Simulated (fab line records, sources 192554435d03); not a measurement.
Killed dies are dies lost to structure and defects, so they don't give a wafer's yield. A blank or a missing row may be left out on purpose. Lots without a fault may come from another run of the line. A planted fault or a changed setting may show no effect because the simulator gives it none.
Which tool did it? | flow n5_finfet | 9 lots, 24 wafers sampled, at 6 steps of a route of 1938

WHAT THE GAUGES READ, wafer by wafer
N5_BEOL_M0_SAQP_CD_MEAS_29: target cd 14.4 nm.
lot  | measured     | on        | cd_nm (nm)
L554 | day 5 23:41  | cd_sem-01 | 15.23 14.97 14.85
L558 | day 6 20:45  | cd_sem-03 | 15.19 15.47 14.86
L562 | day 8 00:09  | cd_sem-02 | 15.12 14.99 14.85
L566 | day 8 23:40  | cd_sem-01 | 15.24 15.28 14.91
L567 | day 9 19:32  | cd_sem-03 | 15.05 10.22
L569 | day 10 00:03 | cd_sem-03 | 14.98 10.28
L571 | day 10 10:35 | cd_sem-01 | 14.90 15.02 14.92
L575 | day 11 10:14 | cd_sem-01 | 9.90 10.40
L576 | day 11 17:24 | cd_sem-02 | 14.99 15.03 14.81

N5_BEOL_M4_RC_MEAS_101.
lot  | measured     | on        | DIBL_N (mV/V)  | DIBL_P (mV/V)  | IOFF_N (nA/um)    | IOFF_P (nA/um) | ION_N (uA/um) | ION_P (uA/um) | SS_N (mV/dec)  | SS_P (mV/dec)  | VT_N (mV)   | VT_P (mV)
L554 | day 8 17:17  | prober-01 | 37.9 37.5 35.9 | 38.4 37.2 36.3 | 0.208 0.182 0.166 | 0.24 0.23 0.22 | 696 671 688   | 472 461 474   | 72.1 71.8 70.9 | 73.4 73.3 73.4 | 245 247 247 | -247 -248 -249
L558 | day 9 06:25  | prober-01 | 32.8 30.9 34.8 | 32.8 30.8 34.6 | 0.124 0.101 0.152 | 0.17 0.14 0.19 | 669 638 676   | 460 444 460   | 71.5 69.9 71.7 | 72.4 71.8 72.7 | 251 256 247 | -251 -255 -252
L562 | day 10 08:38 | prober-01 | 34.8 36.7 36.9 | 33.6 35.2 35.2 | 0.122 0.161 0.152 | 0.17 0.18 0.19 | 652 677 675   | 450 459 450   | 71.1 71.2 71.0 | 73.1 73.7 72.9 | 255 248 253 | -256 -256 -256
L566 | day 11 15:58 | prober-02 | 40.4 35.7 37.5 | 41.2 35.2 37.8 | 0.250 0.151 0.180 | 0.28 0.19 0.21 | 700 672 685   | 466 460 466   | 72.0 70.9 71.6 | 74.0 72.9 73.3 | 243 250 250 | -248 -254 -252
L567 | day 12 03:38 | prober-02 | 34.9           | 35.7           | 0.146             | 0.18           | 680           | 461           | 70.7           | 72.8           | 249         | -250
L569 | day 12 13:44 | prober-01 | 36.7           | 36.3           | 0.157             | 0.21           | 682           | 472           | 72.4           | 72.9           | 248         | -248
L571 | day 13 05:15 | prober-02 | 33.4 34.1 34.6 | 34.3 34.8 35.3 | 0.121 0.133 0.136 | 0.14 0.15 0.15 | 668 677 677   | 450 455 456   | 71.4 71.6 71.7 | 72.9 72.9 72.8 | 253 250 250 | -256 -257 -258
L576 | day 14 08:04 | prober-02 | 36.7 37.4 35.5 | 38.3 38.4 37.9 | 0.173 0.189 0.159 | 0.21 0.22 0.21 | 680 674 683   | 466 461 462   | 72.6 71.5 72.3 | 73.2 73.3 72.8 | 247 246 249 | -251 -251 -250

WHICH TOOL RAN EACH LOT (tool, then ch and the chambers of the sampled wafers, then the start)
lot  | N5_BEOL_M0_SAQP_ETCH_83            | N5_BEOL_M0_SAQP_ETCH_84            | N5_BEOL_M0_SAQP_RECESS_114         | N5_BEOL_M0_SAQP_SPACER2_ALD_26
L554 | rie_diel-02 ch 0,2,3, day 5 19:32  | rie_diel-02 ch 0,2,3, day 5 19:35  | vapor_etch-01 ch 0,1, day 5 20:01  | ald_sin-02 ch 1,2,3, day 5 22:56
L558 | rie_diel-04 ch 0,2, day 6 17:18    | rie_diel-04 ch 0,2, day 6 17:21    | vapor_etch-02 ch 0,1, day 6 17:46  | ald_sin-02 ch 0,1,2, day 6 20:01
L562 | rie_diel-02 ch 1,3, day 7 20:52    | rie_diel-02 ch 1,3, day 7 20:55    | vapor_etch-01 ch 0,1, day 7 21:20  | ald_sin-03 ch 0,1,3, day 7 23:24
L566 | rie_diel-04 ch 0,1, day 8 17:49    | rie_diel-04 ch 0,1, day 8 17:52    | vapor_etch-02 ch 1, day 8 18:21    | ald_sin-03 ch 1,2, day 8 22:51
L567 | rie_diel-05 ch 1,2, day 9 14:25    | rie_diel-05 ch 1,2, day 9 14:28    | vapor_etch-02 ch 0, day 9 15:03    | ald_sin-03 ch 0,3, day 9 18:47
L569 | rie_diel-02 ch 1,3, day 9 20:40    | rie_diel-02 ch 1,3, day 9 20:43    | vapor_etch-01 ch 0,1, day 9 21:09  | ald_sin-03 ch 0, day 9 23:13
L571 | rie_diel-02 ch 0,1,2, day 10 05:50 | rie_diel-02 ch 0,1,2, day 10 05:53 | vapor_etch-01 ch 0,1, day 10 06:26 | ald_sin-01 ch 1,2,3, day 10 09:50
L575 | rie_diel-05 ch 1,2, day 11 06:41   | rie_diel-05 ch 1,2, day 11 06:45   | vapor_etch-02 ch 0,1, day 11 07:22 | ald_sin-03 ch 2,3, day 11 09:45
L576 | rie_diel-04 ch 1,2,3, day 11 14:01 | rie_diel-04 ch 1,2,3, day 11 14:04 | vapor_etch-02 ch 0,1, day 11 14:29 | ald_sin-01 ch 1,2,3, day 11 16:37
- N5_BEOL_M0_SAQP_ETCH_83: etches SiARC in CF4, target depth 39 nm, time 65 s.
- N5_BEOL_M0_SAQP_ETCH_84: etches SOC in N2/H2, target depth 100 nm, overetch 20 nm, time 150 s.
- N5_BEOL_M0_SAQP_RECESS_114: chemistry HF/NH3, target SiO2, target depth 14.4 nm, afs cycles 3, sublimation time 60 s.
- N5_BEOL_M0_SAQP_SPACER2_ALD_26: deposits SiO2, target thk 15 nm, pulse time 1 s, purge time 2 s.

WHAT THE TOOLS THEMSELVES READ (means of the sampled wafers that have a number; where no wafer has one, the mark that the record gives instead)
N5_BEOL_M0_SAQP_ETCH_83.
lot  | tool        | drypump_motor_current_A (A) | etch_rf_on_time_s (s) | mfc_ar_sccm (sccm) | oes_product_au (a.u.) | rf_vpp_V (V) | showerhead_plenum_p_Torr (Torr) | throttle_valve_pct (%)
L554 | rie_diel-02 | 5.4                         | 66.7                  | 100.4              | 0.62                  | 183.4        | 2.14                            | 15.65
L558 | rie_diel-04 | 6.2                         | 63.4                  | 100.2              | 0.74                  | 185.1        | 2.17                            | 15.56
L562 | rie_diel-02 | 5.0                         | 67.1                  | 99.9               | 0.59                  | 184.7        | 2.20                            | 15.76
L566 | rie_diel-04 | 5.5                         | 64.7                  | 99.7               | 0.75                  | 184.0        | 2.11                            | 15.33
L567 | rie_diel-05 | 5.5                         | 64.8                  | 99.5               | 0.70                  | 183.2        | 2.16                            | 15.52
L569 | rie_diel-02 | 5.1                         | 65.8                  | 100.1              | 0.72                  | 185.0        | 2.21                            | 15.54
L571 | rie_diel-02 | 5.3                         | 66.2                  | 100.4              | 0.75                  | 185.6        | 2.20                            | 15.32
L575 | rie_diel-05 | 5.5                         | 64.2                  | 100.2              | 0.68                  | 184.8        | 2.16                            | 15.56
L576 | rie_diel-04 | 5.8                         | 65.2                  | 100.1              | 0.73                  | 183.5        | 2.15                            | 15.57

N5_BEOL_M0_SAQP_ETCH_84.
lot  | tool        | drypump_motor_current_A (A) | n2_flow_sccm (sccm) | oes_product_au (a.u.) | rf_vpp_V (V) | showerhead_plenum_p_Torr (Torr) | throttle_valve_pct (%)
L554 | rie_diel-02 | 5.4                         | 199.7               | 0.66                  | 523.9        | 2.54                            | 17.88
L558 | rie_diel-04 | 6.2                         | 200.1               | 0.76                  | 524.7        | 2.58                            | 17.86
L562 | rie_diel-02 | 5.0                         | 199.8               | 0.63                  | 525.0        | 2.62                            | 17.98
L566 | rie_diel-04 | 5.5                         | 199.5               | 0.79                  | 523.4        | 2.51                            | 17.65
L567 | rie_diel-05 | 5.5                         | 200.6               | 0.73                  | 525.1        | 2.56                            | 17.69
L569 | rie_diel-02 | 5.1                         | 200.3               | 0.76                  | 526.4        | 2.62                            | 17.83
L571 | rie_diel-02 | 5.3                         | 200.0               | 0.79                  | 524.9        | 2.62                            | 17.55
L575 | rie_diel-05 | 5.5                         | 200.6               | 0.71                  | 524.8        | 2.55                            | 17.71
L576 | rie_diel-04 | 5.8                         | 199.7               | 0.77                  | 524.1        | 2.56                            | 17.93

N5_BEOL_M0_SAQP_RECESS_114.
lot  | tool          | drypump_motor_current_A (A)
L554 | vapor_etch-01 | 5.8
L558 | vapor_etch-02 | 6.0
L562 | vapor_etch-01 | 5.8
L566 | vapor_etch-02 | 5.5
L567 | vapor_etch-02 | 6.3
L569 | vapor_etch-01 | 5.7
L571 | vapor_etch-01 | 5.8
L575 | vapor_etch-02 | 5.9
L576 | vapor_etch-02 | 5.8

N5_BEOL_M0_SAQP_SPACER2_ALD_26.
lot  | tool       | heater_power_outer_w (W) | heater_power_w (W) | precursor_pulse_height_rel | susceptor_temp_C (C)
L554 | ald_sin-02 | 233                      | 417                | 0.976                      | 300.07
L558 | ald_sin-02 | 259                      | 452                | 1.009                      | 299.82
L562 | ald_sin-03 | 252                      | 473                | 0.999                      | 299.95
L566 | ald_sin-03 | 250                      | 439                | 0.992                      | 300.07
L567 | ald_sin-03 | 246                      | 458                | 1.002                      | 300.04
L569 | ald_sin-03 | 238                      | 458                | 1.014                      | 299.93
L571 | ald_sin-01 | 291                      | 493                | 1.003                      | 300.13
L575 | ald_sin-03 | 250                      | 444                | 1.001                      | 299.94
L576 | ald_sin-01 | 289                      | 488                | 1.018                      | 299.90

THE ANSWER, worked out from the rows above alone
Rule: what is usual is taken from the lots themselves. Put in order of their means at a reading, lots are off if they are a third of the lots or fewer, leave a main group of 4 or more, and stand apart from it by a gap of 3 or more times the standard deviation of the main group's means; of several such gaps the widest counts. A main group whose means are all the same, to the digits that the tables above print for the reading, isn't used. A lot without any number at a reading at which 4 lots or more have one is off too. The other lots that the step has rows for count as sound. The gauges are gone through in route order, then the tools' own readings, and for those a lot's mean is taken as printed above. The first step at which some lot is off is used, and at that step the reading that is off furthest; a lot without a number counts as furthest.
Off: L567, L569, L575, at N5_BEOL_M0_SAQP_CD_MEAS_29 (cd_nm). The main group: mean 15.04 nm, standard deviation 0.091.
A tool fits if, at a process step before that reading, it ran every lot that is off, and no sound lot after the first of them. The gauges at N5_BEOL_M0_SAQP_CD_MEAS_29 are tried like those tools. One fits: ald_sin-03 at N5_BEOL_M0_SAQP_SPACER2_ALD_26. Its last sound lot is L566 (day 8 22:51), its first lot that is off L567 (day 9 18:47): a fault that began between those two fits.

WHAT THE SIMULATOR HAD PUT IN
Process parameter drift: ald_sin-03, from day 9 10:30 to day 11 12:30, at N5_BEOL_M0_SAQP_SPACER2_ALD_26. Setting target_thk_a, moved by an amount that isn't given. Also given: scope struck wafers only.
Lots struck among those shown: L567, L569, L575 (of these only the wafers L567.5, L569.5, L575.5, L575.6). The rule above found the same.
